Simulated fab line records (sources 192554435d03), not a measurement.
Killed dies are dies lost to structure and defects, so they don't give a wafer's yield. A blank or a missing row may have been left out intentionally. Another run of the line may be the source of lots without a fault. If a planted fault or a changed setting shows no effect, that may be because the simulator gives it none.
fab line records | flow n5-finfet
record lots=11 | wafers=33 | last-day=18
route steps=1938 shown BEOL_M5@1115
lots that met no fault: taken from a fault-free run of the same line
start-h: the number of hours between the record's first day and the start of the first shown wafer of the lot | wait-h: hours elapsed since this lot's preceding step | " as in the row above | L1.1+2: one row covering several wafers at once | - value missing, or start not given | * or withheld: withheld | < > ~ a bound
route shown NAME@n: names a module that has steps shown in the file, with the first one's number in the route | usual: mean/standard deviation taken from wafers without a fault | same: alike in all rows | chamber/n: place in a boat | sites: per-site readings | _std_site: the standard deviation of these | _edge_site: the outer-site mean with the inner-site mean subtracted | radius-mm: for every site, how far away it sits from the centre of the wafer | mask NAME#n: copy n | behind: the tool/chamber that last shaped the wafer | hold: why the lot went on hold/how many hours it stayed there/how the hold came to an end | device: names the non-switching transistor (n, p or np) | end of line: at the end of the route, the tests of the same wafers | a step without rows: its recipe alone | killed: the dies lost at the first sort to structure and to defects; this is not the yield of the wafer | map: the dies of a wafer, with x for killed, . for not killed, _ for no die there
set.NAME: the setting that was run; set.NAME@STEP: the one run at that earlier step | model.NAME: the simulator's own value behind a step, which no gauge read
route steps across a sampled set of lots; one table per step, one row per wafer
services: when a tool's chamber went out of use (start-h, in hours from the record's first day, below 0 if earlier), for how many hours, and the reason
## steps
# step N5_BEOL_M5_PECVD_70
# recipe material=SiO2 | target-thk-a=160 | temp-c=400 | precursor=TEOS/O2 | pressure-torr=5.5 | rf-w=450 | teos-flow-sccm=53.8 | gas=O2 | flow-sccm=3000 | time-s=18
# usual heater-power-w=678/83 | showerhead-plenum-p-Torr=8.79/0.057 | throttle-valve-pct=22.3/1.2
lot.wafer | tool     | chamber | start-h | wait-h | heater-power-w | showerhead-plenum-p-Torr | throttle-valve-pct
L449.1    | pecvd-03 | 2       | 179.87  | 0.0    | 691            | 8.81                     | 20.9
L449.4    | "        | 2       | "       | "      | 695            | 8.85                     | 20.9
L449.6    | "        | 2       | "       | "      | 684            | 8.81                     | 20.8
L447.2    | pecvd-03 | 1       | 182.40  | 0.0    | 617            | 8.88                     | 21.7
L447.4    | "        | 2       | "       | "      | 712            | 8.84                     | 20.7
L447.6    | "        | 1       | "       | "      | 609            | 8.88                     | 21.6
L448.1    | pecvd-01 | 1       | 182.58  | 0.0    | 702            | 8.77                     | 24.4
L448.4    | "        | 0       | "       | "      | 801            | 8.85                     | 22.5
L448.6    | "        | 1       | "       | "      | 686            | 8.77                     | 24.1
L450.2    | pecvd-04 | 0       | 195.23  | 0.0    | 482            | 8.67                     | 20.9
L450.4    | "        | 1       | "       | "      | 701            | 8.74                     | 23.5
L450.6    | "        | 2       | "       | "      | 639            | 8.82                     | 21.4
L452.1    | pecvd-04 | 2       | 222.55  | 0.0    | 576            | 8.81                     | 21.0
L452.3    | "        | 0       | "       | "      | 554            | 8.66                     | 21.2
L452.5    | "        | 2       | "       | "      | 571            | 8.81                     | 21.2
L454.1    | pecvd-04 | 2       | 225.61  | 0.0    | 570            | 8.80                     | 21.1
L454.4    | "        | 1       | "       | "      | 839            | 8.77                     | 23.7
L454.5    | "        | 2       | "       | "      | 554            | 8.79                     | 21.2
L453.1    | pecvd-01 | 1       | 229.18  | 0.0    | 718            | 8.80                     | 24.1
L453.2    | "        | 0       | "       | "      | 813            | 8.83                     | 22.6
L453.6    | "        | 1       | "       | "      | 710            | 8.76                     | 24.5
L455.2    | pecvd-04 | 1       | 232.66  | 0.0    | 711            | 8.73                     | 23.5
L455.4    | "        | 1       | "       | "      | 740            | 8.73                     | 23.5
L455.6    | "        | 2       | "       | "      | 528            | 8.78                     | 21.1
L463.2    | pecvd-01 | 1       | 281.13  | 0.0    | 685            | 8.76                     | 24.5
L463.5    | "        | 2       | "       | "      | 729            | 8.79                     | 21.6
L463.6    | "        | 0       | "       | "      | 775            | 8.83                     | 22.7
L464.3    | pecvd-01 | 2       | 289.82  | 0.0    | 719            | 8.81                     | 21.7
L464.5    | "        | 1       | "       | "      | 729            | 8.77                     | 24.3
L464.6    | "        | 2       | "       | "      | 699            | 8.77                     | 21.6
L466.3    | pecvd-03 | 1       | 322.09  | 0.0    | 625            | 8.88                     | 21.5
L466.5    | "        | 1       | "       | "      | 619            | 8.87                     | 21.5
L466.6    | "        | 2       | "       | "      | 665            | 8.83                     | 21.3
# step N5_BEOL_M5_ETCH_68
# recipe chemistry=N2/H2 | target=SOC | target-depth-a=800 | overetch-a=160 | mask-material=SiARC | temp-c=40 | time-s=120 | ion-energy-ev=200 | pressure-mtorr=30 | source-w=840 | bias-w=150 | n2-flow-sccm=200 | h2-flow-sccm=200
# usual drypump-motor-current-A=5.6/0.53 | oes-product-au=0.60/0.061 | rf-vpp-V=524.2/2.6 | showerhead-plenum-p-Torr=2.55/0.094 | throttle-valve-pct=17.86/0.24
lot.wafer | tool        | chamber | start-h | wait-h | drypump-motor-current-A | oes-product-au | rf-hours-counter-h | rf-vpp-V | showerhead-plenum-p-Torr | throttle-valve-pct
L449.1    | rie-diel-05 | 1       | 184.08  | 0.0    | 5.6                     | 0.64           | 61                 | 526.2    | 2.68                     | 17.86
L449.4    | "           | 3       | "       | "      | 6.2                     | 0.67           | -                  | 521.3    | 2.46                     | 17.44
L449.6    | "           | 1       | "       | "      | 5.6                     | 0.63           | -                  | 530.0    | 2.68                     | 17.85
L448.1    | rie-diel-03 | 1       | 190.80  | 0.0    | 6.0                     | 0.56           | 165                | 525.3    | 2.53                     | 18.02
L448.4    | "           | 0       | "       | "      | 4.9                     | 0.59           | 162                | 520.6    | 2.44                     | 18.12
L448.6    | "           | 2       | "       | "      | 6.1                     | 0.54           | -                  | 524.7    | 2.60                     | 17.88
L447.2    | rie-diel-03 | 3       | 191.26  | 0.0    | 6.3                     | 0.74           | 6                  | 522.8    | 2.48                     | 17.77
L447.4    | "           | 1       | "       | "      | 6.0                     | 0.55           | 165                | 523.5    | 2.53                     | 18.00
L447.6    | "           | 2       | "       | "      | 6.1                     | 0.53           | -                  | 524.9    | 2.60                     | 17.89
L450.2    | rie-diel-03 | 2       | 202.33  | 0.0    | 6.2                     | 0.53           | 244                | 526.5    | 2.60                     | 17.90
L450.4    | "           | 3       | "       | "      | 6.3                     | 0.73           | -                  | 523.6    | 2.48                     | 17.76
L450.6    | "           | 1       | "       | "      | 6.1                     | 0.55           | -                  | 524.5    | 2.53                     | 18.03
L452.1    | rie-diel-04 | 1       | 226.77  | 0.0    | 4.9                     | 0.57           | 169                | 525.7    | 2.64                     | 18.23
L452.3    | "           | 0       | "       | "      | 5.3                     | 0.55           | 166                | 524.3    | 2.55                     | 17.61
L452.5    | "           | 0       | "       | "      | 5.3                     | 0.55           | -                  | 524.5    | 2.55                     | 17.62
L454.1    | rie-diel-05 | 1       | 229.32  | 0.0    | 5.6                     | 0.63           | 70                 | 527.5    | 2.68                     | 17.87
L454.4    | "           | 0       | "       | "      | 5.8                     | 0.62           | 80                 | 527.8    | 2.69                     | 17.69
L454.5    | "           | 2       | "       | "      | 5.1                     | 0.70           | -                  | 527.4    | 2.69                     | 17.81
L453.1    | rie-diel-03 | 1       | 233.59  | 0.0    | 6.0                     | 0.54           | 181                | 522.2    | 2.53                     | 18.06
L453.2    | "           | 3       | "       | "      | 6.3                     | 0.70           | 21                 | 522.8    | 2.47                     | 17.81
L453.6    | "           | 3       | "       | "      | 6.3                     | 0.70           | -                  | 521.5    | 2.47                     | 17.79
L455.2    | rie-diel-04 | 3       | 238.22  | 0.0    | 4.9                     | 0.57           | 180                | 526.5    | 2.62                     | 17.95
L455.4    | "           | 2       | "       | "      | 5.1                     | 0.54           | 207                | 520.4    | 2.40                     | 17.76
L455.6    | "           | 1       | "       | "      | 4.9                     | 0.56           | -                  | 526.5    | 2.63                     | 18.25
L463.2    | rie-diel-03 | 0       | 286.34  | 0.0    | 4.9                     | 0.56           | 191                | 520.0    | 2.43                     | 18.18
L463.5    | "           | 0       | "       | "      | 4.9                     | 0.58           | -                  | 520.6    | 2.43                     | 18.18
L463.6    | "           | 3       | "       | "      | 6.3                     | 0.68           | -                  | 522.6    | 2.47                     | 17.82
L464.3    | rie-diel-03 | 3       | 294.98  | 0.0    | 6.3                     | 0.67           | 40                 | 523.4    | 2.47                     | 17.82
L464.5    | "           | 1       | "       | "      | 6.0                     | 0.54           | -                  | 523.6    | 2.52                     | 18.09
L464.6    | "           | 0       | "       | "      | 4.9                     | 0.57           | -                  | 520.7    | 2.43                     | 18.18
L466.3    | rie-diel-03 | 1       | 327.14  | 0.0    | 6.1                     | 0.53           | 208                | 523.3    | 2.52                     | 18.10
L466.5    | "           | 2       | "       | "      | 6.2                     | 0.67           | -                  | 525.4    | 2.59                     | 17.42
L466.6    | "           | 1       | "       | "      | 6.0                     | 0.53           | -                  | 522.4    | 2.52                     | 18.10
# step N5_BEOL_M5_SPUTTER_48
# recipe material=Cu | target-thk-a=150 | temp-c=-20 | chamber-pressure-pa=0.07 | power-w=withheld | time-s=27.62
# usual throttle-valve-pct=29.6/1.2
lot.wafer | tool           | chamber | start-h | wait-h | throttle-valve-pct
L449.1    | pvd-sputter-03 | -       | 186.21  | 0.1    | 31.1
L449.4    | "              | -       | "       | "      | 28.4
L449.6    | "              | -       | "       | "      | 28.5
L448.1    | pvd-sputter-01 | -       | 192.64  | 0.4    | 27.0
L448.4    | "              | -       | "       | "      | 30.0
L448.6    | "              | -       | "       | "      | 30.2
L447.2    | pvd-sputter-02 | -       | 194.60  | 0.1    | 31.5
L447.4    | "              | -       | "       | "      | 29.6
L447.6    | "              | -       | "       | "      | 29.6
L450.2    | pvd-sputter-01 | -       | 205.88  | 0.1    | 27.0
L450.4    | "              | -       | "       | "      | 30.2
L450.6    | "              | -       | "       | "      | 30.1
L452.1    | pvd-sputter-02 | -       | 230.03  | 0.1    | 29.6
L452.3    | "              | -       | "       | "      | 31.7
L452.5    | "              | -       | "       | "      | 29.7
L454.1    | pvd-sputter-01 | -       | 233.24  | 0.1    | 30.1
L454.4    | "              | -       | "       | "      | 30.0
L454.5    | "              | -       | "       | "      | 30.1
L453.1    | pvd-sputter-03 | -       | 235.61  | 0.1    | 28.5
L453.2    | "              | -       | "       | "      | 28.9
L453.6    | "              | -       | "       | "      | 29.0
L455.2    | pvd-sputter-02 | -       | 240.32  | 0.2    | 29.7
L455.4    | "              | -       | "       | "      | 29.6
L455.6    | "              | -       | "       | "      | 29.7
L463.2    | pvd-sputter-02 | -       | 288.47  | 0.3    | 31.5
L463.5    | "              | -       | "       | "      | 31.6
L463.6    | "              | -       | "       | "      | 29.2
L464.3    | pvd-sputter-01 | -       | 297.85  | 0.1    | 30.1
L464.5    | "              | -       | "       | "      | 30.2
L464.6    | "              | -       | "       | "      | 27.0
L466.3    | pvd-sputter-03 | -       | 329.44  | 0.3    | 30.4
L466.5    | "              | -       | "       | "      | 30.2
L466.6    | "              | -       | "       | "      | 29.0
# step N5_BEOL_M5_SPUTTER_81
# recipe material=Cu | target-thk-a=150 | temp-c=-20 | chamber-pressure-pa=0.07 | power-w=withheld | time-s=27.62
# usual throttle-valve-pct=29.6/1.2
lot.wafer | tool           | chamber | start-h | wait-h | throttle-valve-pct
L449.1    | pvd-sputter-03 | -       | 187.30  | 0.5    | 31.2
L449.4    | "              | -       | "       | "      | 28.3
L449.6    | "              | -       | "       | "      | 28.2
L448.1    | pvd-sputter-01 | -       | 193.73  | 0.5    | 26.6
L448.4    | "              | -       | "       | "      | 30.1
L448.6    | "              | -       | "       | "      | 30.0
L447.2    | pvd-sputter-02 | -       | 201.84  | 6.7    | 31.7
L447.4    | "              | -       | "       | "      | 29.6
L447.6    | "              | -       | "       | "      | 29.9
L450.2    | pvd-sputter-01 | -       | 206.97  | 0.5    | 27.0
L450.4    | "              | -       | "       | "      | 30.4
L450.6    | "              | -       | "       | "      | 30.3
L452.1    | pvd-sputter-02 | -       | 231.12  | 0.5    | 29.5
L452.3    | "              | -       | "       | "      | 31.5
L452.5    | "              | -       | "       | "      | 29.5
L454.1    | pvd-sputter-01 | -       | 234.33  | 0.5    | 29.9
L454.4    | "              | -       | "       | "      | 29.8
L454.5    | "              | -       | "       | "      | 30.3
L453.1    | pvd-sputter-03 | -       | 236.69  | 0.5    | 28.3
L453.2    | "              | -       | "       | "      | 29.2
L453.6    | "              | -       | "       | "      | 29.0
L455.2    | pvd-sputter-02 | -       | 241.41  | 0.5    | 29.6
L455.4    | "              | -       | "       | "      | 29.7
L455.6    | "              | -       | "       | "      | 29.6
L463.2    | pvd-sputter-02 | -       | 289.56  | 0.5    | 31.5
L463.5    | "              | -       | "       | "      | 31.7
L463.6    | "              | -       | "       | "      | 29.5
L464.3    | pvd-sputter-01 | -       | 298.93  | 0.5    | 30.1
L464.5    | "              | -       | "       | "      | 30.1
L464.6    | "              | -       | "       | "      | 27.0
L466.3    | pvd-sputter-03 | -       | 330.53  | 0.5    | 30.3
L466.5    | "              | -       | "       | "      | 30.1
L466.6    | "              | -       | "       | "      | 28.9
# step N5_BEOL_M5_CMP_52
# recipe stop-on=SiCOH_lowk | t-overpolish-s=6.9 | down-force-psi=1 | platen-rpm=50 | clearing-platen-down-force-psi=1.5 | clearing-platen-rpm=50 | post-cmp-clean=cu-alkaline | target-thk-nm=62 | clearing-platen-pad-velocity-m-s=0.99484 | pad-velocity-m-s=0.99484
# usual barrier-field-endpoint-s=24.8/0.72 | clearing-platen-rpm=49.99/0.033 | motor-current-A=6.1/0.67
lot.wafer | tool   | chamber | start-h | wait-h | barrier-field-endpoint-s | clearing-platen-rpm | motor-current-A
L449.4    | cmp-03 | 2       | 191.18  | 0.2    | 24.8                     | 49.98               | 6.0
L449.1    | "      | 0       | "       | "      | 25.8                     | 49.99               | 5.7
L449.6    | "      | 1       | "       | "      | 25.5                     | 49.98               | 6.5
L448.1    | cmp-02 | 3       | 197.56  | 0.3    | 25.2                     | 50.03               | 5.7
L448.4    | "      | 0       | "       | "      | 26.4                     | 50.06               | 7.7
L448.6    | "      | 1       | "       | "      | 26.2                     | 49.94               | 6.6
L447.4    | cmp-01 | 1       | 205.60  | 0.1    | 24.8                     | 50.01               | 6.1
L447.2    | "      | 0       | "       | "      | 24.6                     | 50.02               | 6.4
L447.6    | "      | 2       | "       | "      | 24.1                     | 49.98               | 5.4
L450.2    | cmp-01 | 3       | 210.75  | 0.2    | 25.2                     | 49.97               | 5.4
L450.4    | "      | 2       | "       | "      | 24.6                     | 49.99               | 5.3
L450.6    | "      | 0       | "       | "      | 25.6                     | 50.01               | 6.5
L452.1    | cmp-02 | 3       | 234.88  | 0.3    | 24.9                     | 49.98               | 6.1
L452.3    | "      | 0       | "       | "      | 24.8                     | 50.01               | 7.7
L452.5    | "      | 3       | "       | "      | 24.9                     | 50.03               | 5.8
L454.1    | cmp-02 | 3       | 238.20  | 0.3    | 15.6                     | 50.00               | 5.8
L454.4    | "      | 1       | "       | "      | 16.0                     | 49.95               | 6.3
L454.5    | "      | 3       | "       | "      | 15.6                     | 49.95               | 6.4
L453.1    | cmp-01 | 2       | 240.50  | 0.3    | 23.5                     | 50.08               | 5.6
L453.2    | "      | 0       | "       | "      | 25.0                     | 49.90               | 6.7
L453.6    | "      | 2       | "       | "      | 25.1                     | 50.02               | 5.6
L455.2    | cmp-02 | 1       | 245.21  | 0.2    | 15.7                     | 49.95               | 6.6
L455.4    | "      | 3       | "       | "      | 16.2                     | 49.98               | 6.2
L455.6    | "      | 1       | "       | "      | 15.7                     | 50.00               | 6.4
L463.2    | cmp-01 | 0       | 293.36  | 0.2    | 25.0                     | 49.99               | 6.8
L463.6    | "      | 3       | "       | "      | 25.8                     | 50.02               | 5.4
L463.5    | "      | 0       | "       | "      | 24.9                     | 49.95               | 6.5
L464.3    | cmp-03 | 1       | 302.73  | 0.2    | 25.1                     | 49.99               | 6.4
L464.5    | "      | 0       | "       | "      | 24.5                     | 50.04               | 5.6
L464.6    | "      | 1       | "       | "      | 24.5                     | 50.00               | 6.5
L466.3    | cmp-02 | 0       | 334.29  | 0.2    | 24.8                     | 50.00               | 7.6
L466.5    | "      | 0       | "       | "      | 24.5                     | 49.98               | 7.8
L466.6    | "      | 1       | "       | "      | 25.4                     | 50.00               | 6.2
## services
tool        | chamber | start-h | hours | kind
rie-diel-04 | -       | 174.46  | 15.6  | pm
rie-diel-05 | 2       | 179.59  | 5.7   | repair
rie-diel-05 | 1       | 184.83  | 6.6   | repair
rie-diel-05 | -       | 187.41  | 14.6  | pm
rie-diel-03 | 0       | 196.77  | 6.4   | repair
cmp-01      | -       | 197.60  | 4.0   | pm
pecvd-03    | -       | 199.47  | 0.3   | repair
rie-diel-04 | 3       | 200.90  | 12.8  | repair
cmp-01      | -       | 206.87  | 0.6   | repair
cmp-02      | -       | 207.76  | 20.2  | pm
rie-diel-04 | 2       | 216.19  | 9.9   | repair
cmp-03      | -       | 222.93  | 2.0   | repair
cmp-01      | -       | 232.37  | 3.3   | pm
cmp-03      | -       | 239.45  | 2.6   | repair
rie-diel-05 | 3       | 251.62  | 3.5   | repair
rie-diel-03 | -       | 253.91  | 0.7   | repair
cmp-03      | -       | 256.88  | 0.8   | repair
cmp-03      | -       | 265.70  | 3.4   | pm
pecvd-03    | -       | 270.84  | 0.9   | repair
cmp-02      | -       | 282.50  | 0.3   | repair
cmp-02      | -       | 297.28  | 0.4   | repair
rie-diel-04 | 3       | 309.13  | 11.7  | repair
cmp-02      | -       | 312.73  | 1.5   | repair
cmp-03      | -       | 318.99  | 4.0   | pm
## key
first-sign step=N5_BEOL_M5_CMP_52 | reading=barrier-field-endpoint-s | direction=down | sigmas=13 | usual=24.8 | struck=15.8
effect none on later readings
met-at N5_BEOL_M5_PECVD_70
struck-lots L454,L455
rows-end L454.1,L454.4,L454.5,L455.2,L455.4,L455.6
not-acting-at N5_BEOL_M5_ETCH_68,N5_BEOL_M5_SPUTTER_48,N5_BEOL_M5_SPUTTER_81
onset-between 222.55 225.61
earlier-fault kind=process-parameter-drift | tool=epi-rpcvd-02 | chamber=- | onset-h=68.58 | steps=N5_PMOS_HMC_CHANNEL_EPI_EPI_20 | channel=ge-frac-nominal | offset=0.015 | shape=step | stated=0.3
fault kind=process-parameter-drift | tool=pecvd-04 | chamber=- | onset-h=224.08 | steps=N5_BEOL_M5_PECVD_70 | channel=time-s | offset=* | shape=step | acts-in=* | stated=*
# rows-end: these wafers met a further fault down the route, and their rows from its step on are left out
